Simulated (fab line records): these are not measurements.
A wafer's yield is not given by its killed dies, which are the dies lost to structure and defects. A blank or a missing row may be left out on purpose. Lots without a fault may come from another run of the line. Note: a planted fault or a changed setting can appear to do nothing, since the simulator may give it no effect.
A lot that was struck, set against a sound lot    flow n5 finfet    18 out of 1938 route steps
Sound: these wafers, L925.2, L925.4, L925.6. Struck: wafers L939.4, L939.6 (left out: L939.1, a lot-mate that was not struck); the cause follows at the end.
Each step with rows lists, per side, the tool, then ch with its chambers, then its first start. Under that, the readings that differ: sound wafers    struck wafers    difference of the means    sigmas: that difference in standard deviations of wafers without a fault.
alike: readings with means less than 2 such deviations apart, plus words and numbers identical on both sides. not compared: withheld readings, readings lacking a value on some wafer, bounds such as >300 that could conceal the same value, and numbers that have no deviation in the record and whose values overlap.
The two part at a step that has a row with sigmas, a row that says differs or no value, or rows on one side only. Non-overlapping numbers with no deviation appear without sigmas and do not part them. Lack of a reading on every wafer of one side parts them only where that side has two or more wafers.

first, 3 steps without rows for these wafers: N5_HKMG_FIN_WET_ETCH_65 (etches a-Si in TMAH, stops on TiN, time 49 s, target depth 3 nm); N5_HKMG_FIN_WET_ETCH_81 (etches TiN in SC1, stops on HfO2, time 57 s, target depth 6 nm); N5_HKMG_FIN_WET_ETCH_82 (etches La2O3 in dHCl, stops on HfO2, target depth 2 nm, rinse time 30 s).
N5_HKMG_FIN_ALD_36: deposits TiN, target thk 1 nm, pulse time 1 s, purge time 3 s.
  sound on ald metal-03 ch 1,2, day 4 06:57; struck on ald metal-03 ch 0,2, day 7 19:02
  alike: heater power w, precursor pulse height rel
N5_HKMG_FIN_THK_MEAS_70: measures by xrf.
  sound on film metro-01, day 4 07:14; struck on film metro-01, day 7 19:19
  alike: HK_THK
N5_HKMG_FIN_PWFM_ALD_03: deposits TiN, target thk 2 nm, pulse time 1 s, purge time 3 s.
  sound on ald metal-04 ch 0,1,3, day 4 07:16; struck on ald metal-02 ch 1,3, day 7 19:22
  alike: heater power w, precursor pulse height rel
then, 6 steps without rows for these wafers: N5_HKMG_FIN_COAT_29 (time 60 s, resist thk 300 nm); N5_HKMG_FIN_COAT_30 (time 60 s, resist thk 35 nm); N5_HKMG_FIN_COAT_06 (resist thk 90 nm); N5_HKMG_FIN_EBR_08; N5_HKMG_FIN_SOFTBAKE_07 (time 60 s); N5_HKMG_FIN_EXPOSE_09 (exposes mask NWFM).
N5_HKMG_FIN_PEB_10: peb time 60 s.
  sound on litho track-01 ch 0, day 4 07:55; struck on litho track-01 ch 0, day 7 20:08
then, 1 step without rows for these wafers: N5_HKMG_FIN_DEVELOP_11 (develop time 30 s).
N5_HKMG_FIN_CD_MEAS_12: the cd target is 92.8 nm.
  sound on cd sem-01 ch 0, day 4 07:59; struck on cd sem-01 ch 0, day 7 20:12
reading     sound           struck       difference  sigmas
cd nm (nm)  92.6 92.3 93.3  101.7 101.1  +8.7        +14
N5_HKMG_FIN_OVL_MEAS_13:
  sound on overlay-01 ch 0, day 4 08:01; struck on overlay-01 ch 0, day 7 20:14
  alike: NWFM_OVL
-- here the record skips 5 days between the struck wafers' starts before and after, leaving off in module HKMG_FIN and picking up in module BEOL_M4 (first step shown: number 1111 of the route) --
N5_BEOL_M4_RC_MEAS_101:
  sound on prober-02 ch 0, day 7 18:35; struck on prober-01 ch 0, day 12 21:05
  alike: DIBL_N, DIBL_P, IOFF_N, IOFF_P, ION_N, ION_P, SS_N, SS_P, VT_N, VT_P
-- a jump in the record: the struck wafers' starts before and after are 4 days apart (it breaks off in module BEOL_M4 and resumes in module PASSIVATION, where the first step shown is number 1936 of the route) --
N5_PASSIVATION_PROBE_49:
  rows exist in the record for the struck wafers here (prober-02, day 16 16:03), but not for the sound ones

WHERE THEY PART
Last at N5_PASSIVATION_PROBE_49 as far as this record goes, first at N5_HKMG_FIN_CD_MEAS_12.

WHY: what the simulator had put in
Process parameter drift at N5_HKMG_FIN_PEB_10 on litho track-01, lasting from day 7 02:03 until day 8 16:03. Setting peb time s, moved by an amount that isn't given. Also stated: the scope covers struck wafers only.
